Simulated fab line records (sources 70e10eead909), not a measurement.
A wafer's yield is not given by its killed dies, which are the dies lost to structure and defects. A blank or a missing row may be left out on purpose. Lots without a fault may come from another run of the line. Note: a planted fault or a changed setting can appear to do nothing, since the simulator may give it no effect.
Matching of chambers || flow nandHarc || pecvd-01 running NHARC_P_M1_DEP_33: 3 sister chambers
The step deposits SiCN, target thk 30 nm. 3 wafers are shown with their chamber, then 8 later ones without.

== WAFERS WITH THEIR CHAMBER ==
{"wafer": "L433.1", "chamber": 1, "heaterPowerW (W)": 603}
{"wafer": "L433.6", "chamber": 2, "heaterPowerW (W)": 690}
{"wafer": "L435.4", "chamber": 0, "heaterPowerW (W)": 398}

== WAFERS MISSING THEIR CHAMBER ==
{"wafer": "L435.5", "heaterPowerW (W)": 705}
{"wafer": "L435.6", "heaterPowerW (W)": 629}
{"wafer": "L438.1", "heaterPowerW (W)": 684}
{"wafer": "L438.3", "heaterPowerW (W)": 577}
{"wafer": "L438.4", "heaterPowerW (W)": 480}
{"wafer": "L445.3", "heaterPowerW (W)": 669}
{"wafer": "L445.5", "heaterPowerW (W)": 476}
{"wafer": "L445.6", "heaterPowerW (W)": 638}

== THE CHAMBER EACH PASSED THROUGH ==
{"wafer": "L435.5", "from the rows above": "can't be placed: 2 or 1", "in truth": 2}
{"wafer": "L435.6", "from the rows above": "can't be placed: 1 or 2", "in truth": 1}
{"wafer": "L438.1", "from the rows above": "can't be placed: 2 or 1", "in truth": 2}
{"wafer": "L438.3", "from the rows above": "can't be placed: 1 or 2", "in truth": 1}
{"wafer": "L438.4", "from the rows above": "can't be placed: 0 or 1", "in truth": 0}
{"wafer": "L445.3", "from the rows above": "can't be placed: 2 or 1", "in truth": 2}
{"wafer": "L445.5", "from the rows above": "can't be placed: 0 or 1", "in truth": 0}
{"wafer": "L445.6", "from the rows above": "can't be placed: 1 or 2", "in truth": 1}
Correctly placed: 0 of 8. Unplaceable from these rows: 8, with the true chamber sitting among the candidates in 8. Wrongly placed: 0.
How it was worked out, from the rows above alone: a wafer's distance from a chamber is the root of the sum, over the readings, of the square of ((its reading less the chamber's mean) divided by the reading's scatter). The wafer belongs to the nearest chamber; if the next one is less than 2 further off, it can't be placed. A chamber's mean is the mean of its shown wafers. The scatter: with one shown wafer a chamber, the root of the mean of the squares of how far each hidden wafer lies from its nearest shown one.
